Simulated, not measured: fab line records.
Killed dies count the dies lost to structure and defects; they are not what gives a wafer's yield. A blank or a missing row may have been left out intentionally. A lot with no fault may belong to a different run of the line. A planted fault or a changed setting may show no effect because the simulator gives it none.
The same fault as seen by 2 desks	flow n5 finfet	each desk holds nothing but its own numbers, with what lay behind them at the end

AT THE METROLOGY DESK
Means of the sampled wafers that have a number, per lot and without regard to the tool the lot ran on: this is what the gauges read. Marked OUT: a lot whose mean sits more than 4 standard deviations from the usual mean, which makes it out of limits; the brackets give that distance. Of its 11 readings 7 are shown: the one that was out of limits first, and those that lie furthest out on some lot.
Columns: A = thk nm at N5_SD_EPI_N_EPI_MEAS_23, usual 58.9 nm; B = IOFF_N at N5_BEOL_M4_RC_MEAS_101, usual 0.16 nA/um; C = IOFF_P at N5_BEOL_M4_RC_MEAS_101, usual 0.21 nA/um; D = ION_N at N5_BEOL_M4_RC_MEAS_101, usual 677 uA/um; E = ION_P at N5_BEOL_M4_RC_MEAS_101, usual 464 uA/um; F = SS_P at N5_BEOL_M4_RC_MEAS_101, usual 73.3 mV/dec; G = VT_P at N5_BEOL_M4_RC_MEAS_101, usual -251 mV
lot	first seen here	A	B	C	D	E	F	G
L187	day 3 14:28	60.3	0.23	0.31	702	482	74.5	-245
L188	day 3 15:16	57.8	0.17	0.22	681	471	73.5	-249
L190	day 4 06:40	58.8	0.13	0.17	672	462	72.0	-253
L193	day 5 04:41	59.5	0.13	0.18	674	465	71.8	-252
L195	day 5 11:38	60.9	0.16	0.24	681	471	73.5	-249
L198	day 6 04:04	58.6	0.15	0.19	688	470	73.2	-250
L200	day 6 16:21	58.7	0.18	0.21	664	452	73.9	-253
L204	day 7 17:19	51.7 (-6.0) OUT	0.14	0.17	665	447	73.0	-255
L208	day 8 17:55	52.2 (-5.6) OUT	0.19	0.21	675	457	73.4	-254
Finding of this desk: L204, L208 out of limits; the first was L204 at day 7 17:19, on thk nm at N5_SD_EPI_N_EPI_MEAS_23. L187, L188, L190, L193, L195, L198, L200: within limits.

TOOL OWNER'S DESK, epi rpcvd-01
The tool's own readings at N5_SD_EPI_N_EPI_21 (deposits Si:P, time 690 s): means of the sampled wafers that have a number, for each lot that ran on this tool. Marked OUT: a lot whose mean sits more than 4 standard deviations from the usual mean, which makes it out of limits; the brackets give that distance.
Columns: A = lamp inner pct at N5_SD_EPI_N_EPI_21, usual 18.2 %; B = susceptor temp C at N5_SD_EPI_N_EPI_21, usual 679.96 C
lot	first seen here	A	B
L190	day 4 04:24	15.0	680.05
L193	day 5 02:58	15.0	680.04
L198	day 6 02:54	15.0	679.96
L204	day 7 15:52	14.9	680.19
L208	day 8 16:22	15.1	680.13
Result from this desk: across the 5 lots, nothing is out of limits.

PUT TOGETHER
The metrology desk could have raised an alarm at day 7 17:19, on L204, L208.
The desk of the tool owner found nothing out of limits.
On record at the tool owner's desk: L204, L208, within its limits.
N5_SD_EPI_N_EPI_21 was run on epi rpcvd-01 by each of the lots named.

WHAT THE SIMULATOR PUT IN
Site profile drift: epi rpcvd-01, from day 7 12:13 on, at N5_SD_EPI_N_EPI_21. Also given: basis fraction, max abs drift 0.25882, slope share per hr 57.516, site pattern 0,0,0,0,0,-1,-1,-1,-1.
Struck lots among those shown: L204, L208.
Time in hours between the start of the fault and the first out-of-limits reading at each desk: metrology desk, 5.
